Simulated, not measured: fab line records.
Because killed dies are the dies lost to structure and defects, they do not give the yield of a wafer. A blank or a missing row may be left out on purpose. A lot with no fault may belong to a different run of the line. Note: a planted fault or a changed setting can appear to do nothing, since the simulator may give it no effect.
Chamber matching :: flow n5_finfet :: ald_metal-04 running N5_BEOL_M6_ALD_77: 4 sister chambers
The step deposits TaN, target thk 2 nm, pulse time 2 s, purge time 3 s. 4 wafers are shown with their chamber, then 8 later ones without.

WAFERS WITH THEIR CHAMBER
wafer: L085.3
chamber: 1
heater_power_w (W): 414

wafer: L085.5
chamber: 2
heater_power_w (W): 446

wafer: L086.1
chamber: 3
heater_power_w (W): 445

wafer: L090.1
chamber: 0
heater_power_w (W): 349

WAFERS WITHOUT THEIR CHAMBER
wafer: L090.4
heater_power_w (W): 448

wafer: L090.5
heater_power_w (W): 448

wafer: L091.2
heater_power_w (W): 347

wafer: L091.3
heater_power_w (W): 419

wafer: L091.5
heater_power_w (W): 351

wafer: L093.1
heater_power_w (W): 434

wafer: L093.2
heater_power_w (W): 359

wafer: L093.6
heater_power_w (W): 449

WHICH CHAMBER EACH WENT THROUGH
wafer: L090.4
from the rows above: can't be placed: 2 or 3
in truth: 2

wafer: L090.5
from the rows above: can't be placed: 2 or 3
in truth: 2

wafer: L091.2
from the rows above: 0
in truth: 0

wafer: L091.3
from the rows above: 1
in truth: 1

wafer: L091.5
from the rows above: 0
in truth: 0

wafer: L093.1
from the rows above: can't be placed: 3 or 2 or 1
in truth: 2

wafer: L093.2
from the rows above: 0
in truth: 0

wafer: L093.6
from the rows above: can't be placed: 2 or 3
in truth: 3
Correct placement for 4 of the 8. Cannot be placed on the basis of these rows: 4; the candidates contain the true chamber in 4. Wrongly placed: 0.
How it was worked out, from the rows above alone: a wafer's distance from a chamber is the root of the sum, over the readings, of the square of ((its reading less the chamber's mean) divided by the reading's scatter). If the next closest chamber is less than 2 further off than the closest, the wafer can't be placed; otherwise it belongs to the closest. The mean given for a chamber averages the wafers shown for that chamber. The scatter: with one shown wafer a chamber, the root of the mean of the squares of how far each hidden wafer lies from its nearest shown one.
